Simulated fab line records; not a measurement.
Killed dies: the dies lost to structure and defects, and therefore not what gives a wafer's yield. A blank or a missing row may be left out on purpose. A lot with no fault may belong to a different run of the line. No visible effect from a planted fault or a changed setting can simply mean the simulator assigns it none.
Matching of chambers -- flow n5Finfet -- rieDiel-02 running N5_FIN_SAQP_ETCH_52: 4 sister chambers
The step etches SOC in N2/H2, target depth 100 nm, overetch 20 nm, time 150 s. 16 wafers are shown with their chamber, then 8 later ones without.

## WAFERS WITH THEIR CHAMBER
wafer,chamber,showerheadPlenumPTorr (Torr),drypumpMotorCurrentA (A),throttleValvePct (%)
L074.3,2,2.66,5.2,18.29
L074.4,1,2.65,6.2,17.79
L074.5,1,2.65,6.2,17.80
L079.3,0,2.41,5.3,17.50
L079.4,2,2.66,5.2,18.28
L079.6,2,2.66,5.2,18.30
L080.3,1,2.65,6.3,17.84
L080.4,3,2.55,5.6,17.74
L080.5,2,2.66,5.2,18.28
L083.2,3,2.55,5.6,17.76
L083.5,0,2.41,5.3,17.52
L083.6,3,2.55,5.6,17.74
L086.1,2,2.65,5.2,18.32
L086.3,3,2.54,5.6,17.76
L086.5,2,2.65,5.2,18.31
L088.1,2,2.65,5.2,18.31

SIGNATURES (means of the wafers above)
reading,chamber 0,chamber 1,chamber 2,chamber 3,scatter within a chamber
showerheadPlenumPTorr,2.4100,2.6500,2.6557,2.5475,0.00453
drypumpMotorCurrentA,5.300,6.233,5.200,5.600,0.0236
throttleValvePct,17.5100,17.8100,18.2986,17.7500,0.017
Rule: for each reading, subtract the chamber's mean from the wafer's reading, divide by that reading's scatter and square the result; add these up over the readings and take the root, which gives the wafer's distance from the chamber. The wafer belongs to the nearest chamber; if the next one is less than 2 further off, it can't be placed. How the scatter is found: for the shown wafers, subtract from each reading the mean of its chamber, square and add these, divide the total by (wafers less chambers), then take the root.

## WAFERS WITH NO CHAMBER GIVEN
wafer,showerheadPlenumPTorr (Torr),drypumpMotorCurrentA (A),throttleValvePct (%)
L088.3,2.41,5.3,17.52
L088.4,2.54,5.6,17.77
L089.1,2.54,5.6,17.78
L089.4,2.65,5.3,18.33
L089.5,2.64,6.2,17.84
L092.2,2.54,5.6,17.79
L092.3,2.40,5.3,17.54
L092.4,2.63,6.2,17.87

## WHICH CHAMBER EACH ONE RAN IN
wafer,from the rows above,in truth
L088.3,0,0
L088.4,3,3
L089.1,3,3
L089.4,2,2
L089.5,1,1
L092.2,3,3
L092.3,0,0
L092.4,1,1
8 of 8 placed correctly. Left unplaced by these rows: 0. 0 placed wrongly.
